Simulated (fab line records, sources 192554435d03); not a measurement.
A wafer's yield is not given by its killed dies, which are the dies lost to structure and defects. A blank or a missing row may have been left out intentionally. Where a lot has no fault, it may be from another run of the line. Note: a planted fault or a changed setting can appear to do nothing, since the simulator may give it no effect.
Matching of chambers | flow n5-finfet | N5_BEOL_M0_SAQP_ALD_48 on ald-sin-04 has 4 sister chambers
The step deposits SiO2, target thk 20 nm, pulse time 1 s, co reactant pulse time 1 s. 30 wafers are shown with their chamber, then 12 later ones without.

EACH WAFER AND ITS CHAMBER
wafer  | chamber | heater-power-w (W) | precursor-pulse-height-rel
L075.2 | 3       | 82                 | 0.994
L075.4 | 2       | 69                 | 0.967
L075.6 | 1       | 90                 | 1.012
L076.2 | 0       | 80                 | 1.019
L076.3 | 2       | 69                 | 0.988
L076.5 | 3       | 81                 | 0.989
L077.1 | 2       | 69                 | 1.005
L077.2 | 1       | 93                 | 0.965
L077.5 | 2       | 68                 | 1.015
L078.1 | 3       | 83                 | 0.990
L078.2 | 1       | 91                 | 0.989
L078.3 | 0       | 82                 | 1.036
L078.4 | 2       | 69                 | 1.020
L078.5 | 1       | 93                 | 0.975
L078.6 | 0       | 84                 | 1.045
L079.3 | 0       | 80                 | 1.033
L079.4 | 1       | 92                 | 1.016
L079.5 | 0       | 80                 | 1.011
L082.1 | 3       | 82                 | 0.965
L082.3 | 1       | 93                 | 1.048
L082.5 | 1       | 92                 | 1.019
L087.1 | 0       | 81                 | 0.962
L087.2 | 1       | 90                 | 1.042
L087.3 | 3       | 81                 | 1.002
L087.4 | 2       | 69                 | 1.006
L087.5 | 3       | 84                 | 1.003
L087.6 | 2       | 70                 | 1.002
L088.2 | 1       | 93                 | 1.003
L088.4 | 2       | 70                 | 0.993
L088.5 | 1       | 96                 | 1.014

SIGNATURES (means of the wafers above)
reading                    | chamber 0 | chamber 1 | chamber 2 | chamber 3 | scatter within a chamber
heater-power-w             | 81.17     | 92.30     | 69.12     | 82.17     | 1.4
precursor-pulse-height-rel | 1.01767   | 1.00830   | 0.99950   | 0.99050   | 0.023
Rule: a wafer's distance from a chamber is the root of the sum, over the readings, of the square of ((its reading less the chamber's mean) divided by the reading's scatter). The wafer belongs to the nearest chamber; if the next one is less than 2 further off, it can't be placed. The scatter is the square root of a quotient: the sum, over the shown wafers, of each reading's squared deviation from its chamber's mean, divided by wafers minus chambers.

WAFERS MISSING THEIR CHAMBER
wafer  | heater-power-w (W) | precursor-pulse-height-rel
L090.1 | 89                 | 1.010
L090.2 | 83                 | 1.002
L090.3 | 82                 | 0.982
L090.4 | 68                 | 1.007
L090.5 | 83                 | 1.023
L090.6 | 81                 | 0.979
L092.1 | 93                 | 1.022
L092.2 | 70                 | 0.978
L092.3 | 83                 | 1.013
L095.2 | 93                 | 1.028
L095.3 | 67                 | 0.981
L095.4 | 85                 | 1.011

EACH ONE'S CHAMBER
wafer  | from the rows above     | in truth
L090.1 | 1                       | 1
L090.2 | can't be placed: 3 or 0 | 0
L090.3 | can't be placed: 3 or 0 | 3
L090.4 | 2                       | 2
L090.5 | can't be placed: 0 or 3 | 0
L090.6 | can't be placed: 3 or 0 | 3
L092.1 | 1                       | 1
L092.2 | 2                       | 2
L092.3 | can't be placed: 3 or 0 | 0
L095.2 | 1                       | 1
L095.3 | 2                       | 2
L095.4 | can't be placed: 3 or 0 | 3
Correct placement for 6 of the 12. From these rows, 6 cannot be placed; in 6 the true chamber is one of the candidates. Placed wrongly: 0.
